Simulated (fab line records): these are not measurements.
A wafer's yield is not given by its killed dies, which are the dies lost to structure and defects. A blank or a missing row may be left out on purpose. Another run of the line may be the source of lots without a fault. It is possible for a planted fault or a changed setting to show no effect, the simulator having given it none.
Struck lot and sound lot, side by side ; flow nand_harc ; 39 out of 1302 route steps
Sound: these wafers, L346.2, L346.3, L346.5. The struck wafers were L358.2, L358.5, L358.6. Last of all comes the cause.
At each step with rows: each side's tool, then ch and its chambers, then its first start. Under that, the readings that differ: sound wafers ; struck wafers ; difference of the means ; sigmas: that difference in standard deviations of wafers without a fault.
alike: a reading whose means differ by less than 2 such deviations, as well as words and numbers matching on both sides. not compared: withheld readings; readings where some wafer has no value; bounds like >300 that might hide an equal value; numbers whose values overlap and for which the record gives no deviation.
The two part at a step that has a row with sigmas, a row that says differs or no value, or rows on one side only. Non-overlapping numbers with no deviation appear without sigmas and do not part them. A reading missing from all wafers of one side parts the sides only when that side holds two or more wafers.

first, 3 steps without rows for these wafers: NHARC_A_BONDPAD_EXPOSE_06 (exposes mask A BPAD); NHARC_A_BONDPAD_PEB_07 (peb time 80 s); NHARC_A_BONDPAD_DEVELOP_08 (time 50 s).
NHARC_A_BONDPAD_CD_MEAS_09 targets a cd of 500 nm.
  sound on cd_sem-01 ch 0, day 23 17:19; struck on cd_sem-03 ch 0, day 28 00:10
  alike: cd_nm
NHARC_A_BONDPAD_OVL_MEAS_35:
  sound: overlay-01 at day 23 17:25; struck: overlay-02 at day 28 00:16
  alike: overlay_x_nm, overlay_y_nm
then, 3 steps without rows for these wafers: NHARC_A_BONDPAD_HARDBAKE_10 (time 65 s); NHARC_A_BONDPAD_DESCUM_11 (chemistry O2, time 3 s); NHARC_A_BONDPAD_ETCH_34 (etches the open film in N2/H2, target depth 60 nm, overetch 18 nm, time 65.91 s).
NHARC_A_BONDPAD_ETCH_12: etches the open film in CHF3/O2, target depth 220 nm, time 110 s.
  sound on rie_diel-13 ch 1,2; struck on rie_diel-13 ch 0,1,3
  alike: drypump_motor_current_A, oes_product_au, rf_vpp_V, showerhead_plenum_p_Torr, throttle_valve_pct
  not compared: rf_hours_counter_h
NHARC_A_BONDPAD_CD_MEAS_13:
  sound: cd_sem-02 at day 23 17:51; struck: cd_sem-03 at day 28 00:42
  alike: cd_nm
then, 1 step without rows for these wafers: NHARC_A_BONDPAD_STRIP_15 (strips in O2).
NHARC_A_BONDPAD_ETCH_24: etches the open film in CF4/N2, target depth 30 nm, time 72.99 s.
  sound on rie_diel-13 ch 1,2,3; struck on rie_diel-13 ch 0,2,3
  alike: drypump_motor_current_A, oes_product_au, rf_vpp_V, showerhead_plenum_p_Torr, throttle_valve_pct
  not compared: rf_hours_counter_h
NHARC_A_BONDPAD_STRIP_16: strips in post etch residue remover, time 600 s.
  sound on wet_bench-10 ch 0,1,4, day 23 18:12; struck on wet_bench-10 ch 2,4,5, day 28 01:04
  alike: temp_c
then, 2 steps without rows for these wafers: NHARC_A_BONDPAD_DEGAS_25 (time 60 s); NHARC_A_BONDPAD_PRE_CLEAN_26 (time 30 s).
NHARC_A_BONDPAD_PVD_17: deposits TaN, target thk 5 nm, time 8.06 s.
  sound on pvd_sputter-03; struck on pvd_sputter-02
  alike: throttle_valve_pct
then, 2 steps without rows for these wafers: NHARC_A_BONDPAD_PVD_27 (deposits Cu, target thk 30 nm, time 20.49 s); NHARC_A_BONDPAD_ECD_18 (material Cu, target thk 400 nm).
NHARC_A_BONDPAD_ANNEAL_28: time 90 s.
  sound on rtp_anneal-02 ch 0, day 23 19:18; struck on rtp_anneal-01 ch 0, day 28 02:07
  alike: wafer_temp_C_max
then, 1 step without rows for these wafers: NHARC_A_BONDPAD_CMP_19 (polishes, t overpolish 30 s, cu recess touch 16 s, target thk 169.82 nm).
NHARC_A_BONDPAD_THK_MEAS_20: measures by xrf.
  sound: film_metro-02 at day 23 19:55; struck: film_metro-01 at day 28 02:44
  alike: thk_nm
then, 6 steps without rows for these wafers: NHARC_A_BONDPAD_SRD_21 (time 30 s, dry time 20 s); NHARC_HYBRID_BOND_ACTIVATE_00 (chemistry N2, time 60 s); NHARC_HYBRID_BOND_PRECLEAN_01 (cleans in DIW, time 300 s); NHARC_HYBRID_BOND_SRD_02 (time 30 s, dry time 20 s); NHARC_HYBRID_BOND_BOND_03; NHARC_HYBRID_BOND_ANNEAL_04 (time 7200 s).
NHARC_HYBRID_BOND_OVL_MEAS_05:
  sound: overlay-02 at day 24 06:18; struck: overlay-01 at day 28 12:22
  alike: overlay_x_nm, overlay_y_nm
after that, 1 step had no rows for these wafers: NHARC_THIN_TSV_GRIND_00.
NHARC_THIN_TSV_CMP_01: polishes.
  sound on cmp-04 ch 1,3, day 24 07:44; struck on cmp-01 ch 1,2,3, day 28 15:05
  alike: motor_current_A
NHARC_THIN_TSV_THK_MEAS_02: measures by ir.
  sound: film_metro-01 at day 24 08:00; struck: film_metro-02 at day 28 15:17
  alike: thk_nm
then, 7 steps without rows for these wafers: NHARC_THIN_TSV_SRD_03; NHARC_THIN_TSV_PRECLEAN_41 (cleans in SC1); NHARC_THIN_TSV_SRD_42; NHARC_THIN_TSV_DEP_43 (deposits SiO2, target thk 1328.5 nm); NHARC_THIN_TSV_DEHYDRATE_04 (time 120 s); NHARC_THIN_TSV_HMDS_05 (time 30 s); NHARC_THIN_TSV_COAT_06.
NHARC_END_SORT_01:
  sound on prober-01 ch 0, day 25 14:49; struck on prober-02 ch 0, day 29 08:09
reading;sound;struck;difference;sigmas
defect_limited_yield (%);97 96 96;81 78 78;-17;-5
killed_at_array;18 21 22;122 151 141;+118;+5
killed_dies;21 24 27;129 152 146;+118;+5
  alike: killed_at_other, killed_at_periphery, killed_open, killed_short

== WHERE THEY PART ==
Within this record, at NHARC_END_SORT_01 only.

WHY: what the simulator had put in
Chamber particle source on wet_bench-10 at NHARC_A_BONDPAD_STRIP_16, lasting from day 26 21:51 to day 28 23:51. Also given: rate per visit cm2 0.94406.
